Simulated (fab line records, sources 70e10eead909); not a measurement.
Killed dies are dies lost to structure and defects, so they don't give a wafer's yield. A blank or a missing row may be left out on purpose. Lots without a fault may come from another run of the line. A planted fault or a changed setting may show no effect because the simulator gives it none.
A struck lot beside a sound one | flow nand_harc | 14 steps out of a route of 1302
Sound: wafers L660.2, L660.4, L660.6. Struck: wafer L662.6. (L662.1, L662.5 of the same lot were not struck and are left out.) The cause comes at the end.
At each step with rows: each side's tool, then ch and its chambers, then its first start. Under that, the readings that differ: sound wafers | struck wafers | difference of the means | sigmas: that difference in standard deviations of wafers without a fault.
alike: readings whose means differ by less than 2 such deviations, and words and numbers that are the same on both sides. not compared: withheld readings, readings that some wafer has no value for, bounds like >300 that may hide the same value, and numbers for which the record gives no deviation and whose values overlap.
The two part at a step that has a row with sigmas, a row that says differs or no value, or rows on one side only. Numbers that don't overlap but have no deviation are shown without sigmas and don't part them. A reading that every wafer of one side lacks parts them only if that side has two wafers or more.

NHARC_A_BLC_ETCH_16: etches the open film in CF4, target depth 39 nm, time 65 s.
  sound on rie_diel-09 ch 1,2,3, day 24 00:50; struck on rie_diel-12 ch 2, day 25 08:12
  alike: chamber_pressure_mTorr, drypump_motor_current_A, mfc_ar_sccm, oes_product_au, rf_vpp_V, showerhead_plenum_p_Torr, throttle_valve_pct
  not compared: rf_hours_counter_h
NHARC_A_BLC_ETCH_17: etches the open film in N2/H2, target depth 390 nm, time 609.38 s.
  sound on rie_diel-09 ch 0,1,2; struck on rie_diel-12 ch 0
  reading      | sound             | struck | difference | sigmas
  rf_vpp_V (V) | 434.6 431.4 433.8 | 427.5  | -5.8       | -3
  alike: chamber_pressure_mTorr, drypump_motor_current_A, mfc_ar_sccm, oes_product_au, showerhead_plenum_p_Torr, throttle_valve_pct
  not compared: rf_hours_counter_h
NHARC_A_BLC_ETCH_18: etches the open film in C4F8/O2/Ar, target depth 910 nm.
  sound on rie_diel-09 ch 2,3; struck on rie_diel-12 ch 2
  reading               | sound             | struck | difference | sigmas
  oes_product_au (a.u.) | 0.969 0.948 0.967 | 0.914  | -0.047     | -2
  alike: chamber_pressure_mTorr, rf_vpp_V
  not compared: rf_hours_counter_h
NHARC_A_BLC_CD_MEAS_19:
  sound on cd_sem-01, day 24 01:43; struck on cd_sem-03, day 25 09:04
  reading    | sound           | struck | difference | sigmas
  cd_nm (nm) | 101.0 98.3 98.8 | 103.1  | +3.7       | +2
then, 5 steps without rows for these wafers: NHARC_A_BLC_STRIP_29 (strips in CF4); NHARC_A_BLC_STRIP_21 (strips in O2); NHARC_A_BLC_STRIP_22 (strips in post etch residue remover, time 600 s); NHARC_A_BLC_DEGAS_30 (time 60 s); NHARC_A_BLC_PRE_CLEAN_31 (time 15 s).
NHARC_A_BLC_PVD_32: deposits Ti, target thk 5 nm, time 17.7 s.
  sound on pvd_sputter-01; struck on pvd_sputter-01
  alike: cathode_dc_power_W, throttle_valve_pct
then, 1 step without rows for these wafers: NHARC_A_BLC_ALD_23 (deposits TiN, target thk 3 nm, pulse time 1 s, ald cycles 150).
NHARC_A_BLC_CVD_24: deposits W, target thk 150 nm, time 434 s.
  sound on cvd_w-02 ch 0,1; struck on cvd_w-01 ch 0
  alike: heater_power_w, mfc_ar_sccm, mfc_h2_sccm, throttle_valve_pct
NHARC_A_BLC_CMP_25: polishes, t overpolish 30 s, target thk 150 nm.
  sound on cmp-04 ch 0,3, day 24 03:19; struck on cmp-04 ch 3, day 25 10:40
  reading                | sound    | struck | difference | sigmas
  time_to_endpoint_s (s) | 27 33 32 | 16     | -15        | -5
  alike: edge_zone_pressure_frac, motor_current_A, overpolish_run_s, retaining_ring_pressure_frac
then, 1 step without rows for these wafers: NHARC_END_SORT_01.

WHERE THEY PART
First at NHARC_A_BLC_ETCH_17; last, within this record, at NHARC_A_BLC_CMP_25.

WHY: what the simulator had put in
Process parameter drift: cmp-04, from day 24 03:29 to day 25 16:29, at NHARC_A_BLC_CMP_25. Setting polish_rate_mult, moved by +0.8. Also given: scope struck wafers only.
